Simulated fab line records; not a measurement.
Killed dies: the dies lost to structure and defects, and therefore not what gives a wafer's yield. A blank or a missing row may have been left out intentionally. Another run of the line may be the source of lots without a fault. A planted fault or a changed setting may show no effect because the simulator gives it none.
Problem report in the 8D (eight disciplines) form, filled by code	flow nand-harc	the parts of the form that need people (team, actions taken, sign-off) are left out

1. THE PROBLEM
Mean of thk-nm at NHARC_A_ONON_D1_THK_MEAS_30: 1290 nm across 6 wafers in 2 lots; on wafers with no fault it is 1000 nm (standard deviation 14). That is +21 standard deviations from the usual mean.
The step: measures by ellipsometry.
Seen first at day 10 00:36 on film-metro-02, wafer L573.1. Wafers with a number at this step in the record: 39, from 13 lots. By rule, "out" or "out of limits" means more than 4 standard deviations away from the usual mean. The rest of the wafers with a number are treated as sound.

2. WHAT IT IS; WHAT IT IS NOT
question	is	is not
which readings at this step	thk-nm	-
which lots	L573, L576	L567, L569, L571, L572, L579, L580, L583, L584, L587, L588, L589
which wafers of those lots	all that have a number	-
read on which gauges	film-metro-02	film-metro-01
when	from day 10 00:36	up to then (12 sound wafers); but 21 sound wafers of L579, L580, L583, L584, L587, L588, L589 came after

3. WHAT RULES OUT EACH SUSPECT
Counting: a tool at any process step up to the reading remains a suspect when it ran all the lots that are out and ran no sound lot after the first of those.
- the gauge at NHARC_A_ONON_D1_THK_MEAS_30 is ruled out. All the wafers that are out were read on film-metro-02, but those of them that NHARC_END_SORT_01 has rows for are out there too, on other tools.
- pecvd-onon-04 at NHARC_A_ONON_D1_DEP_28 (target thk 1000 nm): ruled out as a lasting fault. After its first lot that is out, L573 (day 10 00:05), sound lots L589 ran on it.
Left after counting: nothing in the record.

4. THE CAUSE (what the simulator had put in)
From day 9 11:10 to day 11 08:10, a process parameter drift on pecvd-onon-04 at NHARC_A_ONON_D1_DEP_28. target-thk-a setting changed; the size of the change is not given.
It was ruled out by counting, in error; the rule expects a fault to strike all lots run on its tool from its start on, and this fault did not.

5. SEQUENCE OF EFFECTS, ordered by route
Each row: a reading whose mean over the struck wafers that have a number lies more than 3 standard deviations from the usual. Only readings for which the record gives a usual standard deviation are gone through. hours: the time from each lot's start at the first step in this table that gives one to its start at this step, as a median over the lots. sigmas: the change in usual standard deviations.
hours	step	reading	usual	on struck wafers	change	sigmas
0	NHARC_A_ONON_D1_THK_MEAS_30	thk-nm	1000 nm	1290	+290	+21
289	NHARC_END_SORT_01	killed-at-array	28	674	+646	+65
289	NHARC_END_SORT_01	killed-dies	32	677	+645	+64

6. WHAT WOULD HAVE CAUGHT IT SOONER
The first out-of-limits reading at a measuring or inspecting step in this record came at day 10 00:36, 13 hours after the fault's start at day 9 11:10.
